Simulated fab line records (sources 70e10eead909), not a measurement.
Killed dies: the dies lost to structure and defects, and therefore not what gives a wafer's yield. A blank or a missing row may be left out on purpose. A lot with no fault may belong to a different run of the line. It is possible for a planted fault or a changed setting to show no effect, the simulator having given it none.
Which tool was responsible? ; flow nandHarc ; Sampling: 13 lots, 39 wafers, 5 of 1302 route steps

WHAT EACH GAUGE READ, for each wafer
NHARC_END_SORT_01. Usual: killedAtArray 60, standard deviation 21; killedAtOther 1.0, standard deviation 1.2; killedAtPeriphery 4.2, standard deviation 2.8; killedDies 65, standard deviation 20; killedOpen 3.1, standard deviation 1.8; killedShort 2.6, standard deviation 1.6.
lot;measured;on;killedAtArray;killedAtOther;killedAtPeriphery;killedDies;killedOpen;killedShort;flag
L697;day 31 15:32;prober-02;80 673 91;0 0 0;8 4 6;88 677 97;4 2 3;2 4 4;OFF
L700;day 33 05:25;prober-01;48 668 44;0 0 0;5 9 12;53 677 56;3 4 3;2 3 2;OFF

WHAT TOOL EACH LOT RAN ON (gives the tool, then ch and the chambers of the sampled wafers, and finally the start)
lot;NHARC_A_WL_FILL_RTA_01;NHARC_A_WL_FILL_ALD_02;NHARC_A_WL_FILL_ETCHBACK_04;NHARC_A_WL_FILL_STRIP_27
L681;rtpAnneal-01 ch 0, day 20 03:04;aldMetal-01 ch 0,2, day 20 03:13;rieMetal-01 ch 0,1, day 20 04:23;plasmaAsher-02 ch 0,1, day 20 04:45
L683;rtpAnneal-01 ch 0, day 20 19:46;aldMetal-01 ch 0,1,3, day 20 20:01;rieMetal-03 ch 0, day 20 20:54;plasmaAsher-01 ch 0,1, day 20 21:25
L684;rtpAnneal-02 ch 0, day 21 02:49;aldMetal-01 ch 0,1,2, day 21 03:03;rieMetal-01 ch 0,1, day 21 03:52;plasmaAsher-01 ch 0,1, day 21 04:14
L686;rtpAnneal-01 ch 0, day 22 06:23;aldMetal-04 ch 0,2,3, day 22 06:37;rieMetal-02 ch 0,1, day 22 07:28;plasmaAsher-02 ch 0,1, day 22 07:49
L687;rtpAnneal-02 ch 0, day 22 06:24;aldMetal-01 ch 2,3, day 22 07:08;rieMetal-03 ch 0,1, day 22 07:59;plasmaAsher-01 ch 0, day 22 08:21
L688;rtpAnneal-02 ch 0, day 22 22:38;aldMetal-02 ch 0,2,3, day 22 23:02;rieMetal-02 ch 0,1, day 22 23:50;plasmaAsher-01 ch 0,1, day 23 00:13
L689;rtpAnneal-01 ch 0, day 23 19:49;aldMetal-02 ch 1,2,3, day 23 20:01;rieMetal-03 ch 0,1, day 23 21:13;plasmaAsher-02 ch 0,1, day 23 21:34
L690;rtpAnneal-01 ch 0, day 24 03:05;aldMetal-01 ch 0,1,3, day 24 03:22;rieMetal-01 ch 0,1, day 24 04:06;plasmaAsher-01 ch 0,1, day 24 04:30
L698;rtpAnneal-02 ch 0, day 26 22:09;aldMetal-02 ch 0,3, day 26 22:20;rieMetal-03 ch 0,1, day 26 23:11;plasmaAsher-01 ch 0,1, day 27 00:06
L697;rtpAnneal-01 ch 0, day 27 10:17;aldMetal-02 ch 0,3, day 27 10:30;rieMetal-03 ch 0,1, day 27 11:19;plasmaAsher-02 ch 0,1, day 27 11:47
L700;rtpAnneal-01 ch 0, day 28 09:43;aldMetal-02 ch 0,2,3, day 28 10:02;rieMetal-03 ch 0,1, day 28 10:52;plasmaAsher-02 ch 0,1, day 28 11:12
L702;rtpAnneal-01 ch 0, day 28 21:56;aldMetal-02 ch 0,1, day 28 22:08;rieMetal-01 ch 0,1, day 28 22:58;plasmaAsher-01 ch 0,1, day 28 23:20
L704;rtpAnneal-02 ch 0, day 29 17:01;aldMetal-01 ch 0,1, day 29 17:13;rieMetal-02 ch 0,1, day 29 18:02;plasmaAsher-01 ch 0,1, day 29 18:25
- NHARC_A_WL_FILL_RTA_01: time 5 s.
- NHARC_A_WL_FILL_ALD_02: deposits TiN, target thk 2 nm, pulse time 3 s, ald cycles 100.
- NHARC_A_WL_FILL_ETCHBACK_04: etches the open film in NF3, target depth 60 nm, time 120 s.
- NHARC_A_WL_FILL_STRIP_27: strips in N2/H2, time 20 s.

AS READ BY THE TOOLS THEMSELVES (means over the sampled wafers that have a number; for cases with no such wafer, the mark the record gives instead)
NHARC_A_WL_FILL_RTA_01. Usual: lampPowerPct 27.5 %, standard deviation 1; lamp_zone_3_pct 27.5 %, standard deviation 1; lamp_zone_6_pct 27.5 %, standard deviation 1; wafer_temp_C_max 1008.5, standard deviation 1.4.
lot;tool;lampPowerPct (%);lamp_zone_3_pct (%);lamp_zone_6_pct (%);wafer_temp_C_max;flag
L681;rtpAnneal-01;26.7;26.7;26.6;1009.0;
L683;rtpAnneal-01;26.6;26.7;26.6;1008.2;
L684;rtpAnneal-02;28.8;28.8;28.7;1008.2;
L686;rtpAnneal-01;26.7;26.6;26.6;1008.6;
L687;rtpAnneal-02;28.7;28.8;28.7;1008.9;
L688;rtpAnneal-02;28.7;28.7;28.7;1008.6;
L689;rtpAnneal-01;26.7;26.7;26.7;1009.7;
L690;rtpAnneal-01;26.7;26.7;26.6;1008.0;
L698;rtpAnneal-02;28.7;28.7;28.6;1008.9;
L697;rtpAnneal-01;26.6;26.7;26.6;1007.8;
L700;rtpAnneal-01;26.7;26.7;26.7;1008.2;
L702;rtpAnneal-01;26.7;26.7;26.7;1009.9;
L704;rtpAnneal-02;28.7;28.7;28.7;1008.6;

NHARC_A_WL_FILL_ALD_02. Usual: heaterPowerW 1050 W, standard deviation 93; precursorPulseHeightRel 1.000, standard deviation 0.016.
lot;tool;heaterPowerW (W);precursorPulseHeightRel;flag
L681;aldMetal-01;999;1.006;
L683;aldMetal-01;1013;0.984;
L684;aldMetal-01;1027;1.002;
L686;aldMetal-04;1019;1.008;
L687;aldMetal-01;1091;1.003;
L688;aldMetal-02;1126;0.993;
L689;aldMetal-02;1080;0.989;
L690;aldMetal-01;1017;1.014;
L698;aldMetal-02;1167;1.010;
L697;aldMetal-02;1097;1.012;
L700;aldMetal-02;1153;0.977;
L702;aldMetal-02;1085;0.989;
L704;aldMetal-01;986;1.021;

NHARC_A_WL_FILL_ETCHBACK_04. Usual: drypumpMotorCurrentA 5.9 A, standard deviation 0.51; oesProductAu 0.997 a.u., standard deviation 0.0079; runLengthS 141.2 s, standard deviation 0.55.
lot;tool;drypumpMotorCurrentA (A);oesProductAu (a.u.);runLengthS (s);flag
L681;rieMetal-01;5.5;0.990;140.9;
L683;rieMetal-03;6.5;0.984;142.0;
L684;rieMetal-01;5.5;0.997;141.0;
L686;rieMetal-02;5.7;1.001;141.5;
L687;rieMetal-03;6.2;1.000;141.0;
L688;rieMetal-02;5.8;1.001;141.7;
L689;rieMetal-03;6.2;1.001;141.0;
L690;rieMetal-01;5.5;0.997;141.2;
L698;rieMetal-03;6.3;0.992;141.3;
L697;rieMetal-03;6.2;0.996;112.6;OFF
L700;rieMetal-03;6.2;0.998;112.5;OFF
L702;rieMetal-01;5.1;1.001;140.9;
L704;rieMetal-02;5.8;0.999;141.6;

NHARC_A_WL_FILL_STRIP_27. Usual: drypumpMotorCurrentA 5.5 A, standard deviation 0.3; heaterPowerW 339 W, standard deviation 18.
lot;tool;drypumpMotorCurrentA (A);heaterPowerW (W);flag
L681;plasmaAsher-02;5.8;320;
L683;plasmaAsher-01;5.3;345;
L684;plasmaAsher-01;5.2;342;
L686;plasmaAsher-02;5.8;329;
L687;plasmaAsher-01;5.3;356;
L688;plasmaAsher-01;5.2;353;
L689;plasmaAsher-02;5.8;328;
L690;plasmaAsher-01;5.2;354;
L698;plasmaAsher-01;5.3;361;
L697;plasmaAsher-02;5.8;331;
L700;plasmaAsher-02;5.8;332;
L702;plasmaAsher-01;5.2;351;
L704;plasmaAsher-01;5.1;358;

THE ANSWER, worked out from the rows above alone
Rule: a lot is off if the mean of its wafers that have a number lies more than 3 standard deviations from the usual mean. Also off: a lot with no number at a reading for which 4 or more lots have one. Any other lot the step has rows for is counted as sound. After the gauges, taken in route order, come the tools' own readings; for these a lot's mean is taken, as printed above. The first step at which some lot is off is used, and at that step the reading that is off furthest; a lot without a number counts as furthest.
Off: L697, L700 (NHARC_END_SORT_01, killedDies). Neither off nor sound, because the step has no rows for them: L681, L683, L684, L686, L687, L688, L689, L690, L698, L702, L704.
If a tool, at a process step before that reading, ran all the lots that are off and no sound lot after the first of them, it fits. The gauges at NHARC_END_SORT_01 aren't tried: what is off there is off at NHARC_A_WL_FILL_ETCHBACK_04 too, on other tools, and a gauge's error can't cause that. Can't be told from this: 4 tools fit, rtpAnneal-01 at NHARC_A_WL_FILL_RTA_01, aldMetal-02 at NHARC_A_WL_FILL_ALD_02, rieMetal-03 at NHARC_A_WL_FILL_ETCHBACK_04, plasmaAsher-02 at NHARC_A_WL_FILL_STRIP_27.

WHAT THE SIMULATOR PUT IN
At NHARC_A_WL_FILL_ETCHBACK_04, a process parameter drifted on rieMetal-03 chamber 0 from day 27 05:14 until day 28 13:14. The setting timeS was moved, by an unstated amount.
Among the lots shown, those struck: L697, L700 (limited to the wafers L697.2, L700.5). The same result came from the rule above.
